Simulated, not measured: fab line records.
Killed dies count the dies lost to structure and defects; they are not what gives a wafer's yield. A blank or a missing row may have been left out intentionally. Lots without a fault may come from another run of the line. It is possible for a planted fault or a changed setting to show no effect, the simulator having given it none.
fab line records	flow n5-finfet
[record] lots = 24	wafers = 72	last-day = 17
route steps=1938 shown BEOL_M5@1178 BEOL_M6@1194
lots untouched by any fault: they come from a run of this same line in which no faults occurred
start-h: start of the lot's first displayed wafer, in hours after the record's first day	wait-h: hours since the lot's step before	" unchanged from the row above	L1.1+2: a row that stands for several wafers	- no value, or no start given	* or withheld: withheld	< > ~ a bound
route shown NAME@n: NAME is a module with steps in the file, n the number in the route of the first one	usual: the fault-free wafers' mean and standard deviation	same: alike in all rows	chamber/n: place in a boat	sites: each site's reading	_std_site: the standard deviation of these	_edge_site: the outer-site mean with the inner-site mean subtracted	radius-mm: how far each site lies from the wafer's centre	mask NAME#n: copy n	behind: tool/chamber where the wafer was last shaped	hold: the reason the lot was held/the length of the hold in hours/how it ended	device: which transistor (n, p or np) failed to switch	end of line: the same wafers' tests at the end of the route	a step with no rows: only its recipe	killed: count of dies lost to structure and defects at first sort (not the wafer's yield)	map: per-die view of a wafer (x killed, . not killed, _ where there is no die)
set.NAME: the setting the step ran with; set.NAME@STEP: the setting that earlier step ran with	model.NAME: the simulator's own value behind a step, which no gauge read
steps of the route over a sample of lots; a table a step, a row a wafer
services: the hour from which a tool's chamber was out of use, counted from the record's first day as start-h (under 0 if before that day), plus the number of hours and why
[[steps]]
[step N5_BEOL_M5_ANNEAL_82]
[recipe] temp-c = 400	time-s = 1800	ambient = vacuum
[usual] heater-power-w = 866/96
lot.wafer	tool	chamber	start-h	wait-h	heater-power-w
L075.3	pvd-sputter-01	-	190.98	0.0	873
L075.4	"	-	"	"	744
L075.5	"	-	"	"	754
L074.3	pvd-sputter-02	-	192.50	0.0	751
L074.5	"	-	"	"	934
L074.6	"	-	"	"	864
L076.2	pvd-sputter-03	-	193.84	0.0	1031
L076.4	"	-	"	"	727
L076.5	"	-	"	"	964
L077.1	pvd-sputter-02	-	198.94	0.0	953
L077.3	"	-	"	"	849
L077.5	"	-	"	"	834
L078.4	pvd-sputter-03	-	201.44	0.0	1027
L078.5	"	-	"	"	738
L078.6	"	-	"	"	1047
L079.2	pvd-sputter-02	-	204.09	0.0	962
L079.3	"	-	"	"	955
L079.6	"	-	"	"	989
L080.2	pvd-sputter-02	-	217.18	0.0	954
L080.3	"	-	"	"	933
L080.5	"	-	"	"	746
L081.1	pvd-sputter-03	-	222.23	0.0	1025
L081.3	"	-	"	"	704
L081.6	"	-	"	"	937
L082.1	pvd-sputter-01	-	235.19	0.0	744
L082.4	"	-	"	"	887
L082.6	"	-	"	"	868
L083.1	pvd-sputter-02	-	240.52	0.0	747
L083.3	"	-	"	"	952
L083.4	"	-	"	"	838
L084.2	pvd-sputter-03	-	247.71	0.0	1037
L084.5	"	-	"	"	917
L084.6	"	-	"	"	1000
L085.3	pvd-sputter-02	-	248.50	0.0	755
L085.4	"	-	"	"	933
L085.6	"	-	"	"	834
L087.2	pvd-sputter-02	-	259.18	0.0	836
L087.3	"	-	"	"	940
L087.6	"	-	"	"	959
L088.4	pvd-sputter-03	-	263.28	0.0	1046
L088.5	"	-	"	"	1041
L088.6	"	-	"	"	977
L089.1	pvd-sputter-01	-	264.42	0.0	726
L089.3	"	-	"	"	870
L089.4	"	-	"	"	867
L086.2	pvd-sputter-02	-	265.22	0.0	860
L086.4	"	-	"	"	964
L086.5	"	-	"	"	941
L090.1	pvd-sputter-03	-	275.98	0.0	721
L090.2	"	-	"	"	943
L090.6	"	-	"	"	955
L092.2	pvd-sputter-01	-	286.35	0.0	877
L092.3	"	-	"	"	856
L092.6	"	-	"	"	884
L091.1	pvd-sputter-02	-	290.76	0.0	754
L091.2	"	-	"	"	851
L091.3	"	-	"	"	940
L093.1	pvd-sputter-01	-	294.51	0.0	871
L093.2	"	-	"	"	735
L093.6	"	-	"	"	875
L094.1	pvd-sputter-01	-	300.91	0.0	740
L094.2	"	-	"	"	901
L094.6	"	-	"	"	732
L095.2	pvd-sputter-02	-	303.50	0.0	956
L095.3	"	-	"	"	738
L095.5	"	-	"	"	745
L096.2	pvd-sputter-02	-	309.83	0.0	952
L096.5	"	-	"	"	943
L096.6	"	-	"	"	943
L097.4	pvd-sputter-01	-	315.05	0.0	710
L097.5	"	-	"	"	715
L097.6	"	-	"	"	741
[step N5_BEOL_M5_PRE_CLEAN_77]
[recipe] gas = NH3/H2	time-s = 15	temp-c = *	rf-power-w = 300
[usual] heater-power-w = 78/10
lot.wafer	tool	chamber	start-h	wait-h	heater-power-w
L075.3	cvd-co-02	2	194.99	0.0	73
L075.4	"	0	"	"	76
L075.5	"	1	"	"	84
L074.3	cvd-co-01	0	196.51	0.0	95
L074.5	"	2	"	"	75
L074.6	"	1	"	"	59
L076.2	cvd-co-02	0	198.10	0.2	79
L076.4	"	2	"	"	70
L076.5	"	0	"	"	78
L077.1	cvd-co-01	2	202.97	0.0	73
L077.3	"	0	"	"	95
L077.5	"	1	"	"	59
L078.4	cvd-co-01	1	205.47	0.1	60
L078.5	"	0	"	"	97
L078.6	"	2	"	"	73
L079.2	cvd-co-02	0	208.62	0.0	77
L079.3	"	2	"	"	73
L079.6	"	1	"	"	83
L080.2	cvd-co-01	1	221.44	0.0	59
L080.3	"	0	"	"	94
L080.5	"	2	"	"	75
L081.1	cvd-co-02	0	226.24	0.0	76
L081.3	"	1	"	"	84
L081.6	"	1	"	"	84
L082.1	cvd-co-01	1	239.32	0.0	58
L082.4	"	0	"	"	97
L082.6	"	1	"	"	58
L083.1	cvd-co-02	1	245.84	0.0	84
L083.3	"	2	"	"	74
L083.4	"	1	"	"	82
L084.2	cvd-co-02	0	251.72	0.0	78
L084.5	"	0	"	"	75
L084.6	"	2	"	"	76
L085.3	cvd-co-02	0	252.70	0.2	75
L085.4	"	2	"	"	75
L085.6	"	0	"	"	77
L087.2	cvd-co-02	0	264.08	0.3	78
L087.3	"	1	"	"	85
L087.6	"	0	"	"	78
L088.4	cvd-co-01	1	267.31	0.1	58
L088.5	"	0	"	"	92
L088.6	"	2	"	"	76
L089.1	cvd-co-02	0	268.43	0.0	77
L089.3	"	1	"	"	86
L089.4	"	1	"	"	86
L086.2	cvd-co-02	1	269.25	0.0	82
L086.4	"	1	"	"	84
L086.5	"	0	"	"	77
L090.1	cvd-co-02	0	279.99	0.0	76
L090.2	"	2	"	"	74
L090.6	"	0	"	"	76
L092.2	cvd-co-02	0	290.36	0.0	78
L092.3	"	1	"	"	86
L092.6	"	1	"	"	86
L091.1	cvd-co-02	1	294.84	0.0	88
L091.2	"	2	"	"	74
L091.3	"	0	"	"	76
L093.1	cvd-co-01	2	298.52	0.0	75
L093.2	"	1	"	"	61
L093.6	"	0	"	"	93
L094.1	cvd-co-01	1	304.92	0.0	61
L094.2	"	0	"	"	96
L094.6	"	2	"	"	78
L095.2	cvd-co-01	0	307.51	0.0	97
L095.3	"	1	"	"	58
L095.5	"	1	"	"	57
L096.2	cvd-co-01	0	314.20	0.0	95
L096.5	"	0	"	"	95
L096.6	"	1	"	"	61
L097.4	cvd-co-02	0	319.08	0.1	76
L097.5	"	2	"	"	74
L097.6	"	1	"	"	88
[step N5_BEOL_M6_ILD_DEP_00]
[recipe] material = SiCOH_lowk	target-thk-a = 1797.5	temp-c = 300	precursor = DEMS/porogen	pressure-torr = 5	rf-w = 500	time-s = 33.4
[usual] heater-power-w = 348/55	showerhead-plenum-p-Torr = 5.733/0.028	throttle-valve-pct = 13.7/0.7
lot.wafer	tool	chamber	start-h	wait-h	heater-power-w	showerhead-plenum-p-Torr	throttle-valve-pct
L075.3	pecvd-01	1	195.28	0.0	403	5.764	14.2
L075.4	"	1	"	"	398	5.780	14.7
L075.5	"	2	"	"	285	5.708	13.0
L074.3	pecvd-01	1	196.80	0.0	388	5.776	14.5
L074.5	"	1	"	"	383	5.766	14.5
L074.6	"	2	"	"	348	5.699	13.3
L076.2	pecvd-03	0	198.38	0.0	398	5.757	14.1
L076.4	"	2	"	"	346	5.749	13.0
L076.5	"	1	"	"	247	5.718	13.2
L077.1	pecvd-02	0	203.30	0.0	480	5.712	14.4
L077.3	"	1	"	"	392	5.728	12.7
L077.5	"	2	"	"	394	5.727	12.9
L078.4	pecvd-01	2	205.76	0.1	326	5.717	13.3
L078.5	"	0	"	"	299	5.686	13.9
L078.6	"	1	"	"	391	5.754	14.5
L079.2	pecvd-02	2	208.91	0.0	404	5.749	13.2
L079.3	"	0	"	"	463	5.705	14.4
L079.6	"	0	"	"	469	5.710	14.5
L080.2	pecvd-01	0	221.76	0.0	292	5.693	14.4
L080.3	"	1	"	"	398	5.768	14.7
L080.5	"	0	"	"	303	5.699	14.3
L081.1	pecvd-01	0	226.53	0.0	302	5.709	14.2
L081.3	"	2	"	"	336	5.700	13.3
L081.6	"	2	"	"	341	5.697	13.0
L082.1	pecvd-01	0	239.60	0.0	270	5.696	14.0
L082.4	"	0	"	"	283	5.703	14.3
L082.6	"	2	"	"	344	5.689	13.1
L083.1	pecvd-03	1	246.12	0.0	308	5.716	13.2
L083.3	"	0	"	"	382	5.741	14.5
L083.4	"	1	"	"	310	5.726	13.0
L084.2	pecvd-03	0	252.01	0.0	356	5.769	14.4
L084.5	"	1	"	"	274	5.717	13.1
L084.6	"	0	"	"	361	5.772	14.5
L085.3	pecvd-03	2	252.99	0.0	338	5.747	13.1
L085.4	"	2	"	"	336	5.751	13.1
L085.6	"	1	"	"	277	5.723	13.0
L087.2	pecvd-03	1	264.37	0.0	297	5.723	13.2
L087.3	"	0	"	"	344	5.755	14.6
L087.6	"	2	"	"	329	5.744	13.2
L088.4	pecvd-01	1	267.60	0.1	390	5.772	14.7
L088.5	"	0	"	"	284	5.700	14.2
L088.6	"	2	"	"	311	5.695	13.1
L089.1	pecvd-02	0	268.71	0.0	497	5.716	14.4
L089.3	"	1	"	"	414	5.733	12.8
L089.4	"	2	"	"	421	5.739	13.2
L086.2	pecvd-03	0	269.54	0.0	335	5.768	14.6
L086.4	"	0	"	"	352	5.758	14.5
L086.5	"	2	"	"	349	5.754	13.0
L090.1	pecvd-01	1	280.28	0.0	365	5.773	14.5
L090.2	"	2	"	"	298	5.696	13.2
L090.6	"	2	"	"	308	5.708	13.1
L092.2	pecvd-01	0	290.65	0.0	307	5.700	14.2
L092.3	"	1	"	"	354	5.769	14.4
L092.6	"	2	"	"	326	5.697	13.3
L091.1	pecvd-03	0	295.12	0.0	386	5.768	14.7
L091.2	"	1	"	"	269	5.729	13.0
L091.3	"	2	"	"	316	5.753	13.2
L093.1	pecvd-02	0	298.80	0.0	488	5.706	14.6
L093.2	"	2	"	"	372	5.737	13.3
L093.6	"	1	"	"	389	5.728	12.8
L094.1	pecvd-01	0	305.22	0.0	280	5.699	14.3
L094.2	"	1	"	"	355	5.757	14.6
L094.6	"	1	"	"	354	5.772	14.6
L095.2	pecvd-03	1	307.80	0.0	246	5.732	13.1
L095.3	"	0	"	"	327	5.765	14.4
L095.5	"	1	"	"	251	5.712	13.1
L096.2	pecvd-02	1	314.51	0.0	365	5.740	12.7
L096.5	"	2	"	"	384	5.735	12.8
L096.6	"	0	"	"	503	5.715	14.7
L097.4	pecvd-03	2	319.40	0.1	357	5.748	13.3
L097.5	"	0	"	"	368	5.759	14.5
L097.6	"	1	"	"	282	5.720	12.8
[step N5_BEOL_M6_CURE_74]
[recipe] temp-c = 385	time-s = 240	ambient = He/Ar	material = SiCOH_lowk
[usual] lamp-power-pct = 52.32/0.047	wafer_temp_C_max = 386.9/0.79
lot.wafer	tool	chamber	start-h	wait-h	lamp-power-pct	wafer_temp_C_max
L075.3	uv-cure-01	0	195.50	0.2	52.22	385.7
L075.4	"	0	"	"	52.17	386.0
L075.5	"	0	"	"	52.26	386.1
L074.3	uv-cure-03	0	197.18	0.4	52.24	387.3
L074.5	"	0	"	"	52.35	386.8
L074.6	"	0	"	"	52.42	387.6
L076.2	uv-cure-02	1	198.53	0.1	52.27	386.5
L076.4	"	1	"	"	52.28	386.4
L076.5	"	1	"	"	52.32	386.0
L077.1	uv-cure-01	2	203.56	0.2	52.31	387.4
L077.3	"	2	"	"	52.29	388.1
L077.5	"	2	"	"	52.31	388.2
L078.4	uv-cure-03	0	206.04	0.3	52.40	388.0
L078.5	"	0	"	"	52.31	387.8
L078.6	"	0	"	"	52.34	387.4
L079.2	uv-cure-01	1	209.13	0.2	52.18	387.4
L079.3	"	1	"	"	52.32	387.0
L079.6	"	1	"	"	52.32	386.6
L080.2	uv-cure-01	2	221.98	0.2	52.29	387.7
L080.3	"	2	"	"	52.38	389.3
L080.5	"	2	"	"	52.38	387.8
L081.1	uv-cure-01	0	226.98	0.4	52.31	385.8
L081.3	"	0	"	"	52.28	385.9
L081.6	"	0	"	"	52.38	386.0
L082.1	uv-cure-01	1	239.67	0.0	52.34	387.0
L082.4	"	1	"	"	52.37	386.7
L082.6	"	1	"	"	52.22	387.1
L083.1	uv-cure-01	0	246.19	0.0	52.33	386.1
L083.3	"	0	"	"	52.39	385.8
L083.4	"	0	"	"	52.29	386.2
L084.2	uv-cure-01	0	252.15	0.1	52.33	386.7
L084.5	"	0	"	"	52.39	386.1
L084.6	"	0	"	"	52.31	386.5
L085.3	uv-cure-03	0	253.21	0.2	52.28	386.4
L085.4	"	0	"	"	52.30	387.3
L085.6	"	0	"	"	52.30	386.8
L087.2	uv-cure-02	0	264.51	0.1	52.34	388.7
L087.3	"	0	"	"	52.39	387.5
L087.6	"	0	"	"	52.33	388.0
L088.4	uv-cure-01	0	267.88	0.3	52.38	386.5
L088.5	"	0	"	"	52.26	386.7
L088.6	"	0	"	"	52.31	386.0
L089.1	uv-cure-01	1	268.78	0.0	52.33	386.6
L089.3	"	1	"	"	52.31	387.1
L089.4	"	1	"	"	52.25	386.5
L086.2	uv-cure-03	0	269.68	0.1	52.27	387.3
L086.4	"	0	"	"	52.32	387.1
L086.5	"	0	"	"	52.31	386.6
L090.1	uv-cure-01	2	280.37	0.1	52.35	388.0
L090.2	"	2	"	"	52.34	387.0
L090.6	"	2	281.97	1.6	52.28	387.8
L092.2	uv-cure-03	2	290.79	0.1	52.36	386.2
L092.3	"	2	"	"	52.28	386.2
L092.6	"	2	"	"	52.33	386.2
L091.1	uv-cure-01	1	295.19	0.0	52.28	386.5
L091.2	"	1	"	"	52.28	386.2
L091.3	"	1	"	"	52.33	386.6
L093.1	uv-cure-03	1	298.87	0.0	52.31	387.5
L093.2	"	1	"	"	52.34	386.3
L093.6	"	1	"	"	52.30	386.2
L094.1	uv-cure-01	0	305.28	0.0	52.30	386.4
L094.2	"	0	"	"	52.34	386.1
L094.6	"	0	"	"	52.29	385.9
L095.2	uv-cure-03	1	307.94	0.1	52.29	385.6
L095.3	"	1	"	"	52.36	386.1
L095.5	"	1	"	"	52.27	386.5
L096.2	uv-cure-01	2	314.66	0.1	52.37	387.9
L096.5	"	2	"	"	52.32	388.9
L096.6	"	2	"	"	52.34	387.8
L097.4	uv-cure-01	1	319.68	0.3	52.28	386.8
L097.5	"	1	"	"	52.32	386.5
L097.6	"	1	"	"	52.42	386.4
[step N5_BEOL_M6_THK_MEAS_01]
[recipe] reads = SiCOH_lowk_of_BEOL_M6_ILD_DEP_00
[usual] M6_ILD_THK = 154.6/1.9
lot.wafer	tool	chamber	start-h	wait-h	M6_ILD_THK[nm]
L075.3	film-metro-02	-	195.86	0.3	154.5
L075.4	"	-	"	"	156.2
L075.5	"	-	"	"	154.6
L074.3	film-metro-01	-	197.86	0.5	154.4
L074.5	"	-	"	"	157.2
L074.6	"	-	"	"	156.1
L076.2	film-metro-01	-	198.96	0.4	150.6
L076.4	"	-	"	"	155.3
L076.5	"	-	"	"	154.7
L077.1	film-metro-01	-	204.08	0.4	153.2
L077.3	"	-	"	"	156.8
L077.5	"	-	"	"	156.7
L078.4	film-metro-02	-	206.31	0.2	157.7
L078.5	"	-	"	"	156.1
L078.6	"	-	"	"	157.8
L079.2	film-metro-02	-	209.96	0.7	151.9
L079.3	"	-	"	"	150.9
L079.6	"	-	"	"	154.7
L080.2	film-metro-02	-	222.81	0.7	154.4
L080.3	"	-	"	"	153.3
L080.5	"	-	"	"	155.8
L081.1	film-metro-02	-	227.98	0.8	154.8
L081.3	"	-	"	"	154.0
L081.6	"	-	"	"	154.4
L082.1	film-metro-01	-	240.19	0.4	154.5
L082.4	"	-	"	"	157.5
L082.6	"	-	"	"	156.5
L083.1	film-metro-01	-	246.70	0.4	155.7
L083.3	"	-	"	"	154.6
L083.4	"	-	"	"	159.0
L084.2	film-metro-02	-	252.59	0.4	153.3
L084.5	"	-	"	"	155.8
L084.6	"	-	"	"	154.9
L085.3	film-metro-02	-	253.57	0.3	152.4
L085.4	"	-	"	"	154.0
L085.6	"	-	"	"	154.2
L087.2	film-metro-01	-	264.95	0.4	152.6
L087.3	"	-	"	"	153.9
L087.6	"	-	"	"	154.8
L088.4	film-metro-01	-	268.16	0.2	153.9
L088.5	"	-	"	"	156.0
L088.6	"	-	"	"	153.7
L089.1	film-metro-02	-	269.77	0.8	151.5
L089.3	"	-	"	"	153.6
L089.4	"	-	"	"	153.2
L086.2	film-metro-01	-	270.11	0.4	152.7
L086.4	"	-	"	"	154.7
L086.5	"	-	"	"	155.4
L090.1	film-metro-01	-	282.32	1.6	152.8
L090.2	"	-	"	"	151.2
L090.6	"	-	"	"	154.6
L092.2	film-metro-01	-	291.23	0.4	154.3
L092.3	"	-	"	"	151.7
L092.6	"	-	"	"	156.4
L091.1	film-metro-01	-	295.70	0.4	153.9
L091.2	"	-	"	"	155.7
L091.3	"	-	"	"	153.4
L093.1	film-metro-01	-	299.39	0.4	154.3
L093.2	"	-	"	"	152.3
L093.6	"	-	"	"	154.8
L094.1	film-metro-01	-	305.80	0.4	155.2
L094.2	"	-	"	"	153.9
L094.6	"	-	"	"	156.5
L095.2	film-metro-02	-	308.39	0.4	152.4
L095.3	"	-	"	"	151.5
L095.5	"	-	"	"	154.7
L096.2	film-metro-01	-	315.09	0.4	156.2
L096.5	"	-	"	"	158.9
L096.6	"	-	"	"	159.9
L097.4	film-metro-02	-	319.96	0.2	155.7
L097.5	"	-	"	"	152.5
L097.6	"	-	"	"	155.8
[step N5_BEOL_M6_ETCH_61]
[recipe] chemistry = CF4	target = SiARC	target-depth-a = 455	mask-material = CAR-ArF	time-s = 75.8	ion-energy-ev = 80	pressure-mtorr = 40	source-w = 545	bias-w = 36	Ar_flow_sccm = 100	cf4-flow-sccm = 100	ends = cleared
[usual] bias-w = 36.00/0.11	drypump-motor-current-A = 5.8/0.48	etch-rf-on-time-s = 76.5/1.2	oes-product-au = 0.66/0.07	rf-vpp-V = 184.1/1.1	showerhead-plenum-p-Torr = 2.16/0.071	throttle-valve-pct = 15.55/0.26
lot.wafer	tool	chamber	start-h	wait-h	bias-w	drypump-motor-current-A	etch-rf-on-time-s	oes-product-au	rf-hours-counter-h	rf-vpp-V	showerhead-plenum-p-Torr	throttle-valve-pct
L075.3	rie-diel-05	3	197.30	0.0	36.02	5.4	77.7	0.61	197	186.0	2.13	15.81
L075.4	"	2	"	"	35.99	6.3	78.8	0.59	202	184.1	2.13	15.82
L075.5	"	3	"	"	35.95	5.3	77.8	0.61	-	183.6	2.13	15.79
L074.3	rie-diel-05	3	198.71	0.0	35.91	5.4	78.6	0.61	197	184.2	2.13	15.80
L074.5	"	3	"	"	36.00	5.4	77.8	0.61	-	184.7	2.13	15.80
L074.6	"	0	"	"	35.93	5.2	77.6	0.60	-	184.0	2.20	15.75
L076.2	rie-diel-01	2	201.54	0.0	35.88	5.4	75.4	0.70	81	186.3	2.26	15.35
L076.4	"	3	"	"	35.87	5.1	76.9	0.69	72	185.4	2.25	15.31
L076.5	"	2	"	"	36.01	5.4	75.8	0.69	-	185.4	2.26	15.36
L077.1	rie-diel-01	1	206.05	0.0	36.04	6.1	78.6	0.60	206	182.3	2.04	15.57
L077.3	"	0	"	"	35.90	5.5	75.7	0.82	6	184.6	2.19	15.03
L077.5	"	2	"	"	36.12	5.4	75.5	0.69	-	185.0	2.26	15.36
L078.4	rie-diel-05	2	207.14	0.0	36.10	6.3	77.0	0.60	-	183.0	2.13	15.83
L078.5	"	0	"	"	36.05	5.2	77.4	0.60	-	184.6	2.20	15.74
L078.6	"	3	"	"	36.01	5.3	77.3	0.61	-	184.6	2.13	15.82
L079.2	rie-diel-03	3	210.57	0.0	36.15	6.3	74.8	0.66	138	182.7	2.06	15.52
L079.3	"	1	"	"	36.17	5.7	75.3	0.67	111	185.1	2.25	15.32
L079.6	"	0	"	"	35.86	6.3	74.4	0.76	-	184.5	2.10	15.47
L080.2	rie-diel-01	2	223.74	0.0	35.93	5.4	74.8	0.68	89	184.9	2.26	15.38
L080.3	"	3	"	"	35.92	5.1	76.6	0.67	79	184.9	2.25	15.32
L080.5	"	1	"	"	36.12	6.1	76.7	0.60	-	183.9	2.04	15.61
L081.1	rie-diel-03	1	228.83	0.0	36.17	5.7	75.9	0.66	119	185.3	2.25	15.33
L081.3	"	3	"	"	35.89	6.3	75.1	0.66	144	182.5	2.06	15.54
L081.6	"	2	"	"	36.17	6.6	77.7	0.59	-	183.4	2.21	15.98
L082.1	rie-diel-03	1	242.50	0.0	35.93	5.6	75.7	0.66	123	184.2	2.24	15.33
L082.4	"	0	"	"	35.88	6.3	74.2	0.74	50	183.2	2.09	15.51
L082.6	"	1	"	"	36.04	5.6	75.6	0.67	-	185.4	2.24	15.33
L083.1	rie-diel-01	2	247.80	0.0	36.00	5.4	75.7	0.67	99	184.2	2.25	15.40
L083.3	"	0	"	"	35.85	5.5	75.8	0.78	19	183.8	2.19	15.05
L083.4	"	0	"	"	36.06	5.5	75.5	0.78	-	184.7	2.19	15.05
L084.2	rie-diel-03	1	253.49	0.0	36.15	5.7	75.5	0.66	127	186.5	2.24	15.37
L084.5	"	0	"	"	36.11	6.3	75.5	0.74	-	183.1	2.09	15.51
L084.6	"	3	"	"	36.13	6.3	74.9	0.66	-	182.8	2.06	15.56
L085.3	rie-diel-03	1	255.59	0.0	36.00	5.7	75.7	0.66	128	184.6	2.24	15.37
L085.4	"	3	"	"	35.95	6.3	74.8	0.65	155	182.7	2.06	15.56
L085.6	"	1	"	"	35.94	5.7	75.8	0.66	-	184.8	2.24	15.34
L087.2	rie-diel-03	3	269.09	0.0	35.90	6.2	76.0	0.65	160	184.0	2.05	15.57
L087.3	"	0	"	"	36.23	6.3	75.5	0.73	58	183.6	2.09	15.50
L087.6	"	1	"	"	36.02	5.7	76.5	0.65	-	185.7	2.24	15.36
L088.4	rie-diel-05	2	269.27	0.0	36.02	6.3	77.7	0.58	-	183.9	2.12	15.87
L088.5	"	1	"	"	36.07	6.1	76.3	0.77	-	183.8	2.10	15.35
L088.6	"	3	"	"	35.95	5.4	78.2	0.60	-	185.4	2.12	15.84
L089.1	rie-diel-03	1	272.79	0.0	36.13	5.7	76.7	0.65	134	185.8	2.24	15.36
L089.3	"	2	"	"	36.03	6.6	77.9	0.58	240	186.0	2.20	16.00
L089.4	"	3	"	"	36.01	6.3	75.0	0.64	161	183.6	2.05	15.56
L086.2	rie-diel-01	3	272.95	0.0	36.12	5.1	77.6	0.66	97	185.5	2.24	15.35
L086.4	"	1	"	"	35.80	6.1	78.3	0.59	228	181.8	2.04	15.62
L086.5	"	0	"	"	36.09	5.5	76.1	0.77	-	185.3	2.18	15.08
L090.1	rie-diel-05	3	283.99	0.0	36.08	5.4	77.6	0.59	229	183.4	2.12	15.86
L090.2	"	1	"	"	35.82	6.2	74.9	0.77	24	184.1	2.10	15.35
L090.6	"	3	"	"	36.05	5.4	77.4	0.60	-	183.9	2.12	15.85
L092.2	rie-diel-03	1	294.00	0.0	36.05	5.7	77.5	0.64	141	185.4	2.24	15.40
L092.3	"	0	"	"	36.18	6.3	76.4	0.71	67	182.5	2.09	15.54
L092.6	"	2	"	"	36.07	6.6	78.7	0.58	-	184.7	2.20	16.04
L091.1	rie-diel-05	2	298.13	0.0	35.98	6.3	76.9	0.58	237	183.6	2.12	15.89
L091.2	"	3	"	"	36.16	5.4	78.0	0.59	235	183.6	2.12	15.87
L091.3	"	1	"	"	36.06	6.2	74.7	0.77	30	183.5	2.10	15.35
L093.1	rie-diel-01	2	300.14	0.0	36.03	5.4	76.4	0.66	117	185.9	2.25	15.42
L093.2	"	3	"	"	35.96	5.1	77.1	0.65	108	184.1	2.24	15.36
L093.6	"	2	"	"	36.01	5.4	75.5	0.67	-	185.5	2.25	15.43
L094.1	rie-diel-05	0	307.72	0.0	36.05	5.2	75.6	0.79	8	184.6	2.19	15.30
L094.2	"	2	"	"	36.17	6.3	77.4	0.57	240	183.7	2.12	15.90
L094.6	"	3	"	"	35.75	5.4	77.8	0.59	-	184.4	2.11	15.87
L095.2	rie-diel-01	2	310.68	0.0	35.99	5.4	74.9	0.66	121	185.1	2.24	15.44
L095.3	"	0	"	"	35.86	5.5	75.5	0.74	43	185.7	2.18	15.10
L095.5	"	2	"	"	35.94	5.4	75.3	0.66	-	184.8	2.24	15.43
L096.2	rie-diel-05	3	317.19	0.0	35.81	5.4	77.3	0.59	242	183.4	2.11	15.90
L096.5	"	1	"	"	35.84	6.1	75.2	0.76	-	182.3	2.10	15.38
L096.6	"	0	"	"	36.05	5.2	75.3	0.79	-	184.8	2.19	15.32
L097.4	rie-diel-03	0	320.90	0.0	35.91	6.3	75.3	0.71	-	184.1	2.08	15.54
L097.5	"	1	"	"	35.84	5.7	76.9	0.64	-	184.9	2.23	15.40
L097.6	"	3	"	"	36.10	6.3	75.8	0.64	-	183.7	2.05	15.60
[[services]]
tool	chamber	start-h	hours	kind
cvd-co-01	-	171.90	2.5	repair
pecvd-03	0	176.21	9.7	repair
rie-diel-05	1	202.25	-	clean
rie-diel-05	1	202.25	-	consumable-replace:focus-ring
rie-diel-05	1	202.25	14.5	scheduled-down
rie-diel-05	1	202.25	14.5	vent-cycle
uv-cure-03	-	206.51	2.9	repair
uv-cure-02	-	212.54	11.7	repair
uv-cure-03	-	223.53	5.0	pm
rie-diel-01	0	225.59	5.0	repair
pecvd-03	1	232.91	4.1	repair
cvd-co-01	2	245.84	12.5	repair
rie-diel-01	1	246.01	6.7	repair
pecvd-02	2	255.39	13.3	repair
rie-diel-05	0	261.01	-	clean
rie-diel-05	0	261.01	-	consumable-replace:focus-ring
rie-diel-05	0	261.01	24.8	scheduled-down
cvd-co-01	-	262.09	4.3	pm
pecvd-01	0	275.00	5.5	scheduled-down
pecvd-02	-	284.87	1.5	repair
pecvd-03	-	292.21	0.6	repair
rie-diel-01	1	300.08	2.1	repair
rie-diel-03	-	306.71	2.8	pm
rie-diel-03	2	315.09	11.2	repair
[[key]]
fault none
